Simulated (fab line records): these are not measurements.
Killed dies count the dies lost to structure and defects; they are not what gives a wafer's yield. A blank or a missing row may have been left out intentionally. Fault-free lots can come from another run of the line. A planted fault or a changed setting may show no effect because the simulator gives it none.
Which of the tools did it? / flow n5 finfet / 9 lots with 27 wafers sampled at 6 steps, on a route of 1938 steps

## WHAT THE GAUGES SHOWED, per wafer
N5_SD_ACTIVATION_RS_MEAS_03: the measuring method here is four-point-probe.
lot=L267; measured=day 3 15:39; on=film metro-01; RS_SD_N (ohm/sq)=21.7 21.5 21.5; RS_SD_P (ohm/sq)=56.3 56.5 56.9
lot=L269; measured=day 3 23:55; on=film metro-02; RS_SD_N (ohm/sq)=21.8 21.8 21.7; RS_SD_P (ohm/sq)=56.5 56.8 56.4
lot=L272; measured=day 4 16:23; on=film metro-02; RS_SD_N (ohm/sq)=22.1 21.7 22.0; RS_SD_P (ohm/sq)=55.7 56.1 54.8
lot=L279; measured=day 6 09:32; on=film metro-02; RS_SD_N (ohm/sq)=22.1 22.5 22.1; RS_SD_P (ohm/sq)=56.2 55.5 55.4
lot=L281; measured=day 6 23:07; on=film metro-01; RS_SD_N (ohm/sq)=20.6 20.8 20.7; RS_SD_P (ohm/sq)=56.2 56.4 56.1
lot=L282; measured=day 7 03:54; on=film metro-01; RS_SD_N (ohm/sq)=20.4 20.6 20.8; RS_SD_P (ohm/sq)=56.6 57.0 56.8
lot=L284; measured=day 7 15:24; on=film metro-01; RS_SD_N (ohm/sq)=22.2 21.8 21.8; RS_SD_P (ohm/sq)=56.0 55.6 54.3
lot=L286; measured=day 8 02:16; on=film metro-01; RS_SD_N (ohm/sq)=21.9 21.6 22.1; RS_SD_P (ohm/sq)=54.8 55.6 55.4
lot=L288; measured=day 9 00:27; on=film metro-02; RS_SD_N (ohm/sq)=21.7 22.1 22.3; RS_SD_P (ohm/sq)=55.7 54.8 55.1

N5_ILD0_THK_MEAS_08.
lot=L267; measured=day 3 18:59; on=film metro-02; thk nm (nm)=138.9 139.7 138.7
lot=L269; measured=day 4 03:23; on=film metro-01; thk nm (nm)=138.6 137.9 138.7
lot=L272; measured=day 4 19:52; on=film metro-01; thk nm (nm)=139.7 139.5 139.7
lot=L279; measured=day 6 12:55; on=film metro-01; thk nm (nm)=140.0 141.0 140.0
lot=L281; measured=day 7 02:32; on=film metro-02; thk nm (nm)=138.2 138.1 137.7
lot=L282; measured=day 7 07:15; on=film metro-01; thk nm (nm)=140.0 138.3 139.3
lot=L284; measured=day 7 18:44; on=film metro-02; thk nm (nm)=139.8 138.7 139.6
lot=L286; measured=day 8 06:11; on=film metro-02; thk nm (nm)=139.4 138.9 140.7
lot=L288; measured=day 9 03:47; on=film metro-01; thk nm (nm)=138.6 140.2 138.4

N5_BEOL_M4_RC_MEAS_101.
lot=L267; measured=day 8 16:16; on=prober-01; DIBL_N (mV/V)=35.2 33.2 34.6; DIBL_P (mV/V)=35.6 33.7 34.7; IOFF_N (nA/um)=0.168 0.141 0.152; IOFF_P (nA/um)=0.230 0.197 0.206; ION_N (uA/um)=678 680 673; ION_P (uA/um)=466 463 463; RC_DENSE_N (ohm.um)=18.90 19.16 18.63; RC_N (ohm.um)=15.44 15.46 15.19; REXT_N (ohm.um)=74.9 75.3 75.2; RS_SD_N (ohm/sq)=28.1 27.6 28.0; SS_N (mV/dec)=71.2 70.2 71.4; SS_P (mV/dec)=72.4 72.3 73.0; VT_N (mV)=247.5 251.0 249.4; VT_P (mV)=-248.2 -248.5 -247.2
lot=L269; measured=day 8 23:56; on=prober-02; DIBL_N (mV/V)=34.7 35.5 35.3; DIBL_P (mV/V)=34.2 35.7 34.9; IOFF_N (nA/um)=0.138 0.151 0.144; IOFF_P (nA/um)=0.192 0.212 0.207; ION_N (uA/um)=671 678 673; ION_P (uA/um)=461 464 460; RC_DENSE_N (ohm.um)=18.97 18.56 19.08; RC_N (ohm.um)=15.30 15.17 15.32; REXT_N (ohm.um)=74.5 75.1 75.6; RS_SD_N (ohm/sq)=27.8 27.9 28.0; SS_N (mV/dec)=71.9 71.5 71.2; SS_P (mV/dec)=73.5 73.1 73.0; VT_N (mV)=247.8 248.7 247.1; VT_P (mV)=-249.0 -249.7 -249.5
lot=L272; measured=day 9 15:29; on=prober-01; DIBL_N (mV/V)=36.1 35.1 35.7; DIBL_P (mV/V)=38.4 36.2 37.7; IOFF_N (nA/um)=0.167 0.140 0.160; IOFF_P (nA/um)=0.224 0.187 0.219; ION_N (uA/um)=683 663 672; ION_P (uA/um)=465 452 467; RC_DENSE_N (ohm.um)=18.74 19.03 18.87; RC_N (ohm.um)=15.42 15.43 15.47; REXT_N (ohm.um)=75.4 75.7 75.1; RS_SD_N (ohm/sq)=28.6 28.1 28.2; SS_N (mV/dec)=71.4 71.5 71.5; SS_P (mV/dec)=73.3 72.1 72.7; VT_N (mV)=250.7 252.5 250.2; VT_P (mV)=-252.5 -252.6 -250.2
lot=L279; measured=day 11 01:29; on=prober-01; DIBL_N (mV/V)=36.2 35.8 35.5; DIBL_P (mV/V)=36.1 35.8 34.8; IOFF_N (nA/um)=0.148 0.143 0.141; IOFF_P (nA/um)=0.185 0.178 0.175; ION_N (uA/um)=660 672 667; ION_P (uA/um)=450 460 459; RC_DENSE_N (ohm.um)=19.25 18.83 19.19; RC_N (ohm.um)=15.52 15.39 15.48; REXT_N (ohm.um)=74.6 75.2 74.2; RS_SD_N (ohm/sq)=28.8 28.8 28.5; SS_N (mV/dec)=71.7 71.3 71.3; SS_P (mV/dec)=73.4 73.4 73.7; VT_N (mV)=250.4 250.5 252.3; VT_P (mV)=-254.4 -254.1 -250.3
lot=L281; measured=day 12 02:23; on=prober-02; DIBL_N (mV/V)=36.1 38.2 36.6; DIBL_P (mV/V)=35.6 38.5 36.8; IOFF_N (nA/um)=0.160 0.191 0.180; IOFF_P (nA/um)=0.187 0.233 0.212; ION_N (uA/um)=683 677 684; ION_P (uA/um)=458 461 464; RC_DENSE_N (ohm.um)=17.90 18.42 18.21; RC_N (ohm.um)=14.63 14.89 14.71; REXT_N (ohm.um)=71.0 71.7 70.8; RS_SD_N (ohm/sq)=26.9 27.1 26.9; SS_N (mV/dec)=72.0 72.2 71.6; SS_P (mV/dec)=72.2 73.4 73.0; VT_N (mV)=247.8 246.7 244.0; VT_P (mV)=-250.8 -249.8 -251.7
lot=L282; measured=day 12 05:31; on=prober-01; DIBL_N (mV/V)=40.0 40.1 39.9; DIBL_P (mV/V)=36.3 37.7 36.6; IOFF_N (nA/um)=0.214 0.223 0.221; IOFF_P (nA/um)=0.204 0.214 0.213; ION_N (uA/um)=687 693 692; ION_P (uA/um)=459 462 456; RC_DENSE_N (ohm.um)=18.07 18.02 17.95; RC_N (ohm.um)=14.79 14.49 14.70; REXT_N (ohm.um)=68.0 69.0 69.3; RS_SD_N (ohm/sq)=26.7 26.9 27.0; SS_N (mV/dec)=72.5 72.0 72.7; SS_P (mV/dec)=73.7 73.7 74.0; VT_N (mV)=244.3 243.5 244.6; VT_P (mV)=-250.7 -251.5 -249.0
lot=L284; measured=day 12 10:43; on=prober-02; DIBL_N (mV/V)=36.3 36.6 37.8; DIBL_P (mV/V)=33.7 34.8 36.4; IOFF_N (nA/um)=0.125 0.138 0.153; IOFF_P (nA/um)=0.179 0.205 0.223; ION_N (uA/um)=666 664 669; ION_P (uA/um)=450 463 467; RC_DENSE_N (ohm.um)=19.61 18.93 19.41; RC_N (ohm.um)=15.83 15.41 15.90; REXT_N (ohm.um)=74.1 73.0 73.9; RS_SD_N (ohm/sq)=28.8 28.3 28.4; SS_N (mV/dec)=71.3 70.9 71.6; SS_P (mV/dec)=72.8 73.0 72.8; VT_N (mV)=251.2 248.9 249.4; VT_P (mV)=-251.7 -248.7 -248.9
lot=L286; measured=day 13 14:13; on=prober-02; DIBL_N (mV/V)=34.4 37.6 36.8; DIBL_P (mV/V)=32.6 37.1 35.8; IOFF_N (nA/um)=0.107 0.159 0.135; IOFF_P (nA/um)=0.163 0.227 0.200; ION_N (uA/um)=665 670 660; ION_P (uA/um)=465 465 457; RC_DENSE_N (ohm.um)=19.12 18.65 19.06; RC_N (ohm.um)=15.55 15.23 15.52; REXT_N (ohm.um)=78.6 77.9 78.9; RS_SD_N (ohm/sq)=28.1 28.3 28.8; SS_N (mV/dec)=71.2 71.1 72.2; SS_P (mV/dec)=72.1 73.9 73.2; VT_N (mV)=252.2 249.6 253.0; VT_P (mV)=-253.7 -247.9 -249.8
lot=L288; measured=day 13 20:19; on=prober-01; DIBL_N (mV/V)=37.1 37.5 37.0; DIBL_P (mV/V)=36.6 37.4 37.1; IOFF_N (nA/um)=0.175 0.194 0.192; IOFF_P (nA/um)=0.236 0.260 0.255; ION_N (uA/um)=681 680 692; ION_P (uA/um)=469 468 478; RC_DENSE_N (ohm.um)=19.08 18.98 19.13; RC_N (ohm.um)=15.63 15.64 15.47; REXT_N (ohm.um)=73.8 74.5 74.8; RS_SD_N (ohm/sq)=27.9 29.0 28.8; SS_N (mV/dec)=71.5 71.4 70.6; SS_P (mV/dec)=73.4 74.0 73.7; VT_N (mV)=250.5 246.3 244.7; VT_P (mV)=-247.9 -245.3 -246.4

## WHICH TOOL RAN EACH LOT (tool, then ch and the chambers of the sampled wafers, then the start)
lot=L267; N5_SD_EPI_N_EPI_21=epi rpcvd-02 ch 0, day 3 08:03; N5_SD_EPI_P_DESCUM_14=rie diel-03 ch 0,1,3, day 3 10:32; N5_ILD0_CMP_07=cmp-04 ch 0,1,2, day 3 18:41
lot=L269; N5_SD_EPI_N_EPI_21=epi rpcvd-02 ch 0, day 3 16:43; N5_SD_EPI_P_DESCUM_14=rie diel-03 ch 0,1,2, day 3 19:40; N5_ILD0_CMP_07=cmp-03 ch 1,2,3, day 4 03:10
lot=L272; N5_SD_EPI_N_EPI_21=epi rpcvd-03 ch 0, day 4 09:02; N5_SD_EPI_P_DESCUM_14=rie diel-06 ch 0,1, day 4 12:14; N5_ILD0_CMP_07=cmp-04 ch 0,1,3, day 4 19:37
lot=L279; N5_SD_EPI_N_EPI_21=epi rpcvd-03 ch 0, day 6 02:35; N5_SD_EPI_P_DESCUM_14=rie diel-03 ch 0,1, day 6 05:20; N5_ILD0_CMP_07=cmp-02 ch 0,1,3, day 6 12:39
lot=L281; N5_SD_EPI_N_EPI_21=epi rpcvd-03 ch 0, day 6 16:25; N5_SD_EPI_P_DESCUM_14=rie diel-04 ch 0,1,3, day 6 18:56; N5_ILD0_CMP_07=cmp-03 ch 0,2,3, day 7 02:19
lot=L282; N5_SD_EPI_N_EPI_21=epi rpcvd-03 ch 0, day 6 20:49; N5_SD_EPI_P_DESCUM_14=rie diel-03 ch 0,1,3, day 6 23:43; N5_ILD0_CMP_07=cmp-03 ch 0,3, day 7 06:59
lot=L284; N5_SD_EPI_N_EPI_21=epi rpcvd-02 ch 0, day 7 08:26; N5_SD_EPI_P_DESCUM_14=rie diel-03 ch 1,3, day 7 10:56; N5_ILD0_CMP_07=cmp-02 ch 0,1,2, day 7 18:26
lot=L286; N5_SD_EPI_N_EPI_21=epi rpcvd-02 ch 0, day 7 19:20; N5_SD_EPI_P_DESCUM_14=rie diel-06 ch 1,2,3, day 7 22:01; N5_ILD0_CMP_07=cmp-02 ch 1,2,3, day 8 05:58
lot=L288; N5_SD_EPI_N_EPI_21=epi rpcvd-02 ch 0, day 8 12:01; N5_SD_EPI_P_DESCUM_14=rie diel-06 ch 0,1, day 8 15:32; N5_ILD0_CMP_07=cmp-03 ch 1,2,3, day 9 03:30
- N5_SD_EPI_N_EPI_21: deposits Si:P, time 690 s.
- N5_SD_EPI_P_DESCUM_14: chemistry O2, time 7.9 s.
- N5_ILD0_CMP_07: polishes SiO2 flowable, stops on poly-Si, t overpolish 1.18 s, target thk 138.88 nm.

## WHAT THE TOOLS THEMSELVES READ (means of the sampled wafers that have a number; where no wafer has one, the mark that the record gives instead)
N5_SD_EPI_P_DESCUM_14.
lot=L267; tool=rie diel-03; drypump motor current A (A)=6.0; oes product au (a.u.)=0.77; rf vpp V (V)=243.8; showerhead plenum p Torr (Torr)=2.10; throttle valve pct (%)=20.38
lot=L269; tool=rie diel-03; drypump motor current A (A)=5.6; oes product au (a.u.)=0.72; rf vpp V (V)=243.6; showerhead plenum p Torr (Torr)=2.14; throttle valve pct (%)=20.46
lot=L272; tool=rie diel-06; drypump motor current A (A)=5.8; oes product au (a.u.)=0.76; rf vpp V (V)=242.4; showerhead plenum p Torr (Torr)=2.06; throttle valve pct (%)=20.65
lot=L279; tool=rie diel-03; drypump motor current A (A)=5.6; oes product au (a.u.)=0.73; rf vpp V (V)=243.6; showerhead plenum p Torr (Torr)=2.14; throttle valve pct (%)=20.35
lot=L281; tool=rie diel-04; drypump motor current A (A)=5.7; oes product au (a.u.)=0.85; rf vpp V (V)=245.1; showerhead plenum p Torr (Torr)=2.16; throttle valve pct (%)=20.26
lot=L282; tool=rie diel-03; drypump motor current A (A)=6.0; oes product au (a.u.)=0.76; rf vpp V (V)=243.4; showerhead plenum p Torr (Torr)=2.09; throttle valve pct (%)=20.42
lot=L284; tool=rie diel-03; drypump motor current A (A)=6.1; oes product au (a.u.)=0.76; rf vpp V (V)=242.4; showerhead plenum p Torr (Torr)=2.07; throttle valve pct (%)=20.44
lot=L286; tool=rie diel-06; drypump motor current A (A)=5.9; oes product au (a.u.)=0.74; rf vpp V (V)=241.3; showerhead plenum p Torr (Torr)=2.01; throttle valve pct (%)=20.46
lot=L288; tool=rie diel-06; drypump motor current A (A)=5.6; oes product au (a.u.)=0.71; rf vpp V (V)=242.8; showerhead plenum p Torr (Torr)=2.11; throttle valve pct (%)=20.82

N5_ILD0_CMP_07.
lot=L267; tool=cmp-04; motor current A (A)=11.4
lot=L269; tool=cmp-03; motor current A (A)=12.2
lot=L272; tool=cmp-04; motor current A (A)=10.8
lot=L279; tool=cmp-02; motor current A (A)=13.5
lot=L281; tool=cmp-03; motor current A (A)=12.8
lot=L282; tool=cmp-03; motor current A (A)=13.1
lot=L284; tool=cmp-02; motor current A (A)=13.6
lot=L286; tool=cmp-02; motor current A (A)=13.4
lot=L288; tool=cmp-03; motor current A (A)=12.4

## THE ANSWER, worked out from the rows above alone
Rule: the usual values come from the lots themselves. Put in order of their means at a reading, lots are off if they are a third of the lots or fewer, leave a main group of 4 or more, and stand apart from it by a gap of 3 or more times the standard deviation of the main group's means; of several such gaps the widest counts. If all means in a main group match to the digits the tables above print for the reading, that group is not used. Also off: a lot with no number at a reading for which 4 or more lots have one. All remaining lots with rows at the step are treated as sound. First the gauges in route order, then the tools' own readings, where a lot's mean is used as printed above. At the first step where some lot is off, the reading lying furthest off is the one used; lots without a number count as furthest.
Off: at N5_SD_ACTIVATION_RS_MEAS_03 (RS_SD_N), L281, L282. Mean 21.9 ohm/sq and standard deviation 0.19 in the main group.
If a tool, at a process step before that reading, ran all the lots that are off and no sound lot after the first of them, it fits. The gauges at N5_SD_ACTIVATION_RS_MEAS_03 aren't tried: what is off there is off at N5_BEOL_M4_RC_MEAS_101 too, on other tools, and a gauge's error can't cause that. One candidate fits, namely epi rpcvd-03 at N5_SD_EPI_N_EPI_21. A fault onset in the window from L279 (day 6 02:35, its last sound lot) to L281 (day 6 16:25, its first lot off) fits.

## WHAT THE SIMULATOR PUT IN
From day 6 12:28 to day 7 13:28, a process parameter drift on epi rpcvd-03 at N5_SD_EPI_N_EPI_21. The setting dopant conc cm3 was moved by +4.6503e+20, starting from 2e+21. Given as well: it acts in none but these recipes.
Struck lots among those shown: L281, L282. The rule above reached the same finding.
